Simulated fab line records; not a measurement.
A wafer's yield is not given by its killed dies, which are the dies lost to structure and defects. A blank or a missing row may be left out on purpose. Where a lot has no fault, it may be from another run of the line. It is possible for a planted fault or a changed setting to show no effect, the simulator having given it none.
Struck lot and sound lot, side by side ; flow nand-harc ; 39 steps out of a route of 1302
Sound: the wafers L396.1, L396.4, L396.6. Struck: wafer L407.3. (L407.2, L407.4 of the same lot were not struck and are left out.) The cause comes at the end.
Each step with rows lists, per side, the tool, then ch with its chambers, then its first start. Under that, the readings that differ: sound wafers ; struck wafers ; difference of the means ; sigmas: that difference in standard deviations of wafers without a fault.
alike: readings whose means differ by less than 2 such deviations, and words and numbers that are the same on both sides. not compared: withheld readings, readings that some wafer has no value for, bounds like >300 that may hide the same value, and numbers for which the record gives no deviation and whose values overlap.
Wherever a step has rows on one side only, a row that says differs or no value, or a row with sigmas, the two part there. Non-overlapping numbers with no deviation appear without sigmas and do not part them. A reading that every wafer of one side lacks parts them only if that side has two wafers or more.

NHARC_A_M0_CD_MEAS_09: target cd 80 nm.
  sound on cd-sem-02 ch 0, day 23 08:10; struck on cd-sem-01 ch 0, day 27 11:46
  alike: cd-nm
NHARC_A_M0_OVL_MEAS_10: pitch 160 nm.
  sound: overlay-01 at day 23 08:16; struck: overlay-01 at day 27 11:52
reading;sound;struck;difference;sigmas
overlay-y-nm (nm);0.6 0.5 0.4;-1.2;-1.7;-2
  alike: overlay-x-nm
NHARC_A_M0_INSPECT_11:
  sound: defect-inspect-02 at day 23 08:18; struck: defect-inspect-01 at day 27 11:54
  alike: raw-defect-count
then, 3 steps without rows for these wafers: NHARC_A_M0_DESCUM_14 (chemistry O2, time 3 s); NHARC_A_M0_ETCH_34 (etches the open film in N2/H2, target depth 40 nm, overetch 12 nm, time 43.94 s); NHARC_A_M0_ETCH_15 (etches the open film in C4F8/Ar, target depth 150 nm, overetch 15 nm, time 82.5 s).
NHARC_A_M0_CD_MEAS_16:
  sound: cd-sem-03 at day 23 08:39; struck: cd-sem-01 at day 27 12:16
  alike: cd-nm
then, 3 steps without rows for these wafers: NHARC_A_M0_STRIP_18 (strips in N2/H2); NHARC_A_M0_STRIP_19 (strips in post etch residue remover, time 600 s); NHARC_A_M0_DEGAS_28 (time 60 s).
NHARC_A_M0_PRE_CLEAN_29: time 30 s.
  sound on pvd-sputter-02; struck on pvd-sputter-01
  alike: heater-power-w
NHARC_A_M0_PVD_20: deposits TaN, target thk 5 nm, time 8.06 s.
  sound on pvd-sputter-02; struck on pvd-sputter-01
  alike: substrate-temp-c, throttle-valve-pct
NHARC_A_M0_PVD_21: deposits Cu, target thk 30 nm, time 20.49 s.
  sound: pvd-sputter-02 at day 23 09:30; struck: pvd-sputter-01 at day 27 13:06
reading;sound;struck;difference;sigmas
throttle-valve-pct (%);28.1 29.4 27.8;31.0;+2.6;+3
  alike: substrate-temp-c
then, 1 step without rows for these wafers: NHARC_A_M0_ECD_22 (material Cu, target thk 400 nm).
NHARC_A_M0_ANNEAL_30: time 90 s.
  sound on rtp-anneal-02 ch 0, day 23 10:02; struck on rtp-anneal-01 ch 0, day 27 13:40
  alike: wafer_temp_C_max
then, 3 steps without rows for these wafers: NHARC_A_M0_CMP_23 (polishes, t overpolish 20 s, target thk 113.75 nm); NHARC_A_M0_SRD_25; NHARC_A_M0_PRE_CLEAN_31 (time 12 s).
NHARC_A_M0_DEP_32: deposits SiCN, target thk 30 nm.
  sound on pecvd-04 ch 0,2, day 23 11:05; struck on pecvd-02 ch 2, day 27 14:34
  alike: heater-power-w
  not compared: since-wet-clean-h
then, 10 steps without rows for these wafers: NHARC_A_M1_DEP_00 (deposits SiOC, target thk 182.5 nm); NHARC_A_M1_DEHYDRATE_01 (time 120 s); NHARC_A_M1_HMDS_02 (time 30 s); NHARC_A_M1_COAT_34 (time 65 s); NHARC_A_M1_COAT_03 (resist thk 90 nm); NHARC_A_M1_SOFTBAKE_04 (time 55 s); NHARC_A_M1_EBR_05; NHARC_A_M1_EXPOSE_06 (exposes mask A M1, target cd 120 nm); NHARC_A_M1_PEB_07 (peb time 65 s); NHARC_A_M1_DEVELOP_08 (develop time 35 s).
NHARC_A_M1_CD_MEAS_09: target cd 120 nm.
  sound on cd-sem-03 ch 0, day 23 12:19; struck on cd-sem-03 ch 0, day 27 15:48
  alike: cd-nm
NHARC_A_M1_OVL_MEAS_10: pitch 240 nm.
  sound: overlay-02 at day 23 12:24; struck: overlay-01 at day 27 15:53
  alike: overlay-x-nm, overlay-y-nm
then, 1 step without rows for these wafers: NHARC_A_M1_DESCUM_14 (chemistry O2, time 3 s).
NHARC_A_M1_ETCH_35: etches the open film in N2/H2, target depth 40 nm, overetch 12 nm, time 43.94 s.
  sound on rie-diel-13 ch 0,2,3, day 23 12:35; struck on rie-diel-02 ch 3, day 27 16:04
  alike: drypump-motor-current-A, h2-flow-sccm, oes-product-au, rf-vpp-V, showerhead-plenum-p-Torr, throttle-valve-pct
  not compared: rf-hours-counter-h
then, 1 step without rows for these wafers: NHARC_A_M1_ETCH_15 (etches the open film in C4F8/Ar, target depth 182.5 nm, time 91.2 s).
NHARC_A_M1_CD_MEAS_16:
  sound: cd-sem-02 at day 23 12:49; struck: cd-sem-03 at day 27 16:17
reading;sound;struck;difference;sigmas
cd-nm (nm);121.2 120.4 121.5;119.0;-2.0;-3
then, 3 steps without rows for these wafers: NHARC_A_M1_STRIP_18 (strips in N2/H2); NHARC_A_M1_ETCH_28 (etches the open film in CF4/N2, target depth 30 nm, time 72.99 s); NHARC_A_M1_STRIP_19 (strips in post etch residue remover, time 600 s).
NHARC_END_SORT_01:
  sound on prober-01 ch 0, day 25 01:52; struck on prober-02 ch 0, day 29 02:26
reading;sound;struck;difference;sigmas
defect-limited-yield (%);96.2 95.9 93.6;87.0;-8.2;-5
killed-at-array;26 27 39;83;+52;+5
killed-dies;26 28 43;88;+56;+6
sort_bin_2_pct (%);1.3 2.1 1.8;5.9;+4.2;+6
sort_bin_3_pct (%);0.4 0.1 0.4;1.9;+1.6;+5
sort_bin_4_pct (%);2.1 1.9 4.1;5.2;+2.5;+3
sort-n-pass;651 649 634;589;-56;-6
sort-rim-yield-pct (%);91 91 88;75;-15;-3
sort-yield-pct (%);96.2 95.9 93.6;87.0;-8.2;-5
  alike: killed-at-other, killed-at-periphery, killed-open, killed-short

== WHERE THEY PART ==
At NHARC_A_M0_OVL_MEAS_10 first; at NHARC_END_SORT_01 last (within this record only).

WHY: the cause the simulator had injected
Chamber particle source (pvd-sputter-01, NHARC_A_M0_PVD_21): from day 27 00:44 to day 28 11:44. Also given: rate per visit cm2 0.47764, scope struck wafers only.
